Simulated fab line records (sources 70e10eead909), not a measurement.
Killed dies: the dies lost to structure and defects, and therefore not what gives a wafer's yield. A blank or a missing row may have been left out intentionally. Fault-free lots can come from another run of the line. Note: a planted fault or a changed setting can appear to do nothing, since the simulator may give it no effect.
The tool behind it: which one? | flow nand_harc | 43 wafers from 15 lots sampled at 4 of the route's 1302 steps

== WHAT EACH GAUGE READ, for each wafer ==
The record lacks any reading of a measuring or inspecting step that a usual standard deviation could be used to judge.

== EACH LOT AND THE TOOL THAT RAN IT (in order: tool; ch and the chambers of the sampled wafers; start) ==
lot  | NHARC_A_STAIRCASE_ETCH_190                    | NHARC_A_STAIRCASE_ETCH_192         | NHARC_A_STAIRCASE_TRIM_193                    | NHARC_A_STAIRCASE_TRIM_196
L140 | rie_diel-01 ch 0,2,3, day 16 19:29 or earlier | rie_diel-01 ch 0,1,2, day 16 19:29 | rie_diel-01 ch 0,2,3, day 16 19:54 or earlier | rie_diel-01 ch 0,2,3, day 16 19:54
L141 | rie_diel-04 ch 0,1, day 16 23:55 or earlier   | rie_diel-04 ch 1,2,3, day 16 23:55 | rie_diel-04 ch 0,3, day 17 00:35 or earlier   | rie_diel-08 ch 1,2,3, day 17 00:35
L143 | rie_diel-08 ch 0,1, day 17 11:38 or earlier   | rie_diel-08 ch 2,3, day 17 11:38   | rie_diel-08 ch 2,3, day 17 12:02 or earlier   | rie_diel-08 ch 2,3, day 17 12:02
L149 | rie_diel-08 ch 2,3, day 20 04:31 or earlier   | rie_diel-08 ch 0,3, day 20 04:31   | rie_diel-08 ch 0,3, day 20 05:04 or earlier   | rie_diel-08 ch 0,3, day 20 05:04
L150 | rie_diel-08 ch 1,3, day 20 08:05 or earlier   | rie_diel-08 ch 1,2, day 20 08:05   | rie_diel-08 ch 0,1, day 20 08:38 or earlier   | rie_diel-08 ch 1,3, day 20 08:38
L151 | rie_diel-08 ch 2,3, day 20 20:27 or earlier   | rie_diel-08 ch 1,2, day 20 20:27   | rie_diel-08 ch 1,2, day 20 20:56 or earlier   | rie_diel-08 ch 1,2, day 20 20:56
L153 | rie_diel-04 ch 0,2,3, day 21 14:33 or earlier | rie_diel-04 ch 0,2,3, day 21 14:33 | rie_diel-04 ch 0,1,3, day 21 14:58 or earlier | rie_diel-01 ch 0,1,2, day 21 14:58
L154 | rie_diel-04 ch 0,1,3, day 21 20:52 or earlier | rie_diel-04 ch 2,3, day 21 20:52   | rie_diel-04 ch 1,2,3, day 21 21:24 or earlier | rie_diel-08 ch 0,2,3, day 21 21:24
L156 | rie_diel-01 ch 0,1,2, day 22 08:11 or earlier | rie_diel-01 ch 0,1,3, day 22 08:11 | rie_diel-01 ch 0,2,3, day 22 08:35 or earlier | rie_diel-04 ch 0,1, day 22 08:35
L157 | rie_diel-01 ch 1,2, day 23 02:15 or earlier   | rie_diel-01 ch 0,2,3, day 23 02:15 | rie_diel-01 ch 0,3, day 23 02:38 or earlier   | rie_diel-01 ch 1,2, day 23 02:38
L158 | rie_diel-08 ch 1,2, day 23 13:33 or earlier   | rie_diel-08 ch 0,1, day 23 13:33   | rie_diel-08 ch 1,2, day 23 14:02 or earlier   | rie_diel-08 ch 0,2, day 23 14:02
L160 | rie_diel-01 ch 1,2, day 24 00:23 or earlier   | rie_diel-01 ch 0,1,3, day 24 00:23 | rie_diel-01 ch 1,2,3, day 24 00:48 or earlier | rie_diel-01 ch 0,2,3, day 24 00:48
L161 | rie_diel-04 ch 0,1,2, day 25 05:29 or earlier | rie_diel-04 ch 1,2,3, day 25 05:29 | rie_diel-04 ch 0,2,3, day 25 05:53 or earlier | rie_diel-04 ch 0,1,3, day 25 05:53
L163 | rie_diel-04 ch 1,2, day 25 15:37 or earlier   | rie_diel-04 ch 0,1, day 25 15:37   | rie_diel-04 ch 1,2, day 25 16:06 or earlier   | rie_diel-04 ch 0,1,3, day 25 16:06
L162 | rie_diel-04 ch 1,2,3, day 25 15:49 or earlier | rie_diel-04 ch 0,2,3, day 25 15:49 | rie_diel-04 ch 0,2,3, day 25 16:22 or earlier | rie_diel-01 ch 0, day 25 16:22
- NHARC_A_STAIRCASE_ETCH_190: etches the open film in C4F8/O2, target depth 100 nm, time 40.5 s.
- NHARC_A_STAIRCASE_ETCH_192: etches the open film in C4F8/O2, target depth 100 nm, time 40.5 s.
- NHARC_A_STAIRCASE_TRIM_193: chemistry O2, time 211.2 s.
- NHARC_A_STAIRCASE_TRIM_196: chemistry O2, time 211.2 s.

== AS READ BY THE TOOLS THEMSELVES (means over the sampled wafers that have a number; for cases with no such wafer, the mark the record gives instead) ==
NHARC_A_STAIRCASE_ETCH_190.
lot  | tool        | oes_product_au (a.u.) | rf_vpp_V (V)
L140 | rie_diel-01 | 0.942                 | 890
L141 | rie_diel-04 | 0.954                 | 901
L143 | rie_diel-08 | 0.942                 | 895
L149 | rie_diel-08 | 0.933                 | 893
L150 | rie_diel-08 | 0.953                 | 894
L151 | rie_diel-08 | 0.924                 | 893
L153 | rie_diel-04 | 0.953                 | 897
L154 | rie_diel-04 | 0.945                 | 898
L156 | rie_diel-01 | 0.939                 | 890
L157 | rie_diel-01 | 0.948                 | 887
L158 | rie_diel-08 | 0.924                 | 894
L160 | rie_diel-01 | 0.948                 | 888
L161 | rie_diel-04 | 0.958                 | 895
L163 | rie_diel-04 | 0.943                 | 891
L162 | rie_diel-04 | 0.951                 | 893

NHARC_A_STAIRCASE_ETCH_192.
lot  | tool        | oes_product_au (a.u.) | rf_vpp_V (V)
L140 | rie_diel-01 | 0.936                 | 890
L141 | rie_diel-04 | 0.940                 | 895
L143 | rie_diel-08 | 0.931                 | 894
L149 | rie_diel-08 | 0.879                 | 892
L150 | rie_diel-08 | 0.857                 | 894
L151 | rie_diel-08 | 0.855                 | 895
L153 | rie_diel-04 | 0.943                 | 897
L154 | rie_diel-04 | 0.941                 | 895
L156 | rie_diel-01 | 0.948                 | 891
L157 | rie_diel-01 | 0.939                 | 889
L158 | rie_diel-08 | 0.932                 | 890
L160 | rie_diel-01 | 0.954                 | 891
L161 | rie_diel-04 | 0.944                 | 893
L163 | rie_diel-04 | 0.954                 | 895
L162 | rie_diel-04 | 0.947                 | 897

NHARC_A_STAIRCASE_TRIM_193.
lot  | tool        | drypump_motor_current_A (A) | oes_product_au (a.u.) | rf_vpp_V (V) | showerhead_plenum_p_Torr (Torr) | throttle_valve_pct (%)
L140 | rie_diel-01 | 5.3                         | 1.002                 | 56.7         | 3.37                            | 17.044
L141 | rie_diel-04 | 5.2                         | 1.014                 | 58.5         | 3.69                            | 17.041
L143 | rie_diel-08 | 5.9                         | 0.987                 | 57.7         | 3.46                            | 17.040
L149 | rie_diel-08 | 5.5                         | 0.996                 | 57.5         | 3.36                            | 17.037
L150 | rie_diel-08 | 5.5                         | 1.006                 | 58.0         | 3.42                            | 17.038
L151 | rie_diel-08 | 5.9                         | 0.995                 | 57.0         | 3.50                            | 17.030
L153 | rie_diel-04 | 5.4                         | 1.006                 | 58.5         | 3.58                            | 17.032
L154 | rie_diel-04 | 5.7                         | 1.002                 | 57.2         | 3.47                            | 17.029
L156 | rie_diel-01 | 5.4                         | 0.999                 | 57.5         | 3.34                            | 17.048
L157 | rie_diel-01 | 5.6                         | 1.007                 | 58.3         | 3.38                            | 17.044
L158 | rie_diel-08 | 5.9                         | 0.997                 | 58.2         | 3.49                            | 17.034
L160 | rie_diel-01 | 5.9                         | 1.006                 | 57.1         | 3.35                            | 17.040
L161 | rie_diel-04 | 5.5                         | 1.014                 | 58.3         | 3.55                            | 17.041
L163 | rie_diel-04 | 5.7                         | 1.017                 | 57.8         | 3.41                            | 17.029
L162 | rie_diel-04 | 5.6                         | 1.001                 | 57.8         | 3.55                            | 17.035

NHARC_A_STAIRCASE_TRIM_196.
lot  | tool        | drypump_motor_current_A (A) | oes_product_au (a.u.) | rf_vpp_V (V) | showerhead_plenum_p_Torr (Torr) | throttle_valve_pct (%)
L140 | rie_diel-01 | 5.4                         | 1.001                 | 55.9         | 3.37                            | 17.041
L141 | rie_diel-08 | 5.9                         | 0.984                 | 57.0         | 3.50                            | 17.030
L143 | rie_diel-08 | 5.9                         | 0.988                 | 56.9         | 3.46                            | 17.045
L149 | rie_diel-08 | 5.7                         | 0.998                 | 57.0         | 3.41                            | 17.037
L150 | rie_diel-08 | 5.8                         | 1.001                 | 58.2         | 3.50                            | 17.043
L151 | rie_diel-08 | 5.8                         | 0.997                 | 58.5         | 3.50                            | 17.031
L153 | rie_diel-01 | 5.5                         | 1.005                 | 57.1         | 3.35                            | 17.041
L154 | rie_diel-08 | 5.7                         | 1.001                 | 58.2         | 3.40                            | 17.041
L156 | rie_diel-04 | 5.2                         | 1.014                 | 57.7         | 3.62                            | 17.035
L157 | rie_diel-01 | 6.0                         | 1.006                 | 56.9         | 3.35                            | 17.031
L158 | rie_diel-08 | 5.5                         | 0.997                 | 56.7         | 3.34                            | 17.025
L160 | rie_diel-01 | 5.4                         | 1.004                 | 57.3         | 3.34                            | 17.035
L161 | rie_diel-04 | 5.4                         | 1.007                 | 56.8         | 3.56                            | 17.034
L163 | rie_diel-04 | 5.4                         | 1.017                 | 57.6         | 3.56                            | 17.040
L162 | rie_diel-01 | 4.9                         | 1.004                 | 58.3         | 3.34                            | 17.035

== THE ANSWER, worked out from the rows above alone ==
Rule: the usual values come from the lots themselves. Put in order of their means at a reading, lots are off if they are a third of the lots or fewer, leave a main group of 4 or more, and stand apart from it by a gap of 3 or more times the standard deviation of the main group's means; of several such gaps the widest counts. A main group whose means are all the same, to the digits that the tables above print for the reading, isn't used. A lot without any number at a reading at which 4 lots or more have one is off too. Any other lot the step has rows for is counted as sound. Order of review: gauges by route order, followed by the tools' own readings, for which a lot's mean as printed above is used. The first step at which some lot is off is used, and at that step the reading that is off furthest; a lot without a number counts as furthest.
Off: L149, L150, L151, at NHARC_A_STAIRCASE_ETCH_192 (oes_product_au). Mean 0.942 a.u. and standard deviation 0.0072 in the main group.
If a tool, at that step or one of the process steps before it, ran each lot that is off and ran no sound lot following the first of them, it fits. With no start given for some of its lots, NHARC_A_STAIRCASE_ETCH_190 uses the hours and lot order of NHARC_A_STAIRCASE_ETCH_192. No candidate that was tried fits.

== WHAT HAD BEEN PUT IN BY THE SIMULATOR ==
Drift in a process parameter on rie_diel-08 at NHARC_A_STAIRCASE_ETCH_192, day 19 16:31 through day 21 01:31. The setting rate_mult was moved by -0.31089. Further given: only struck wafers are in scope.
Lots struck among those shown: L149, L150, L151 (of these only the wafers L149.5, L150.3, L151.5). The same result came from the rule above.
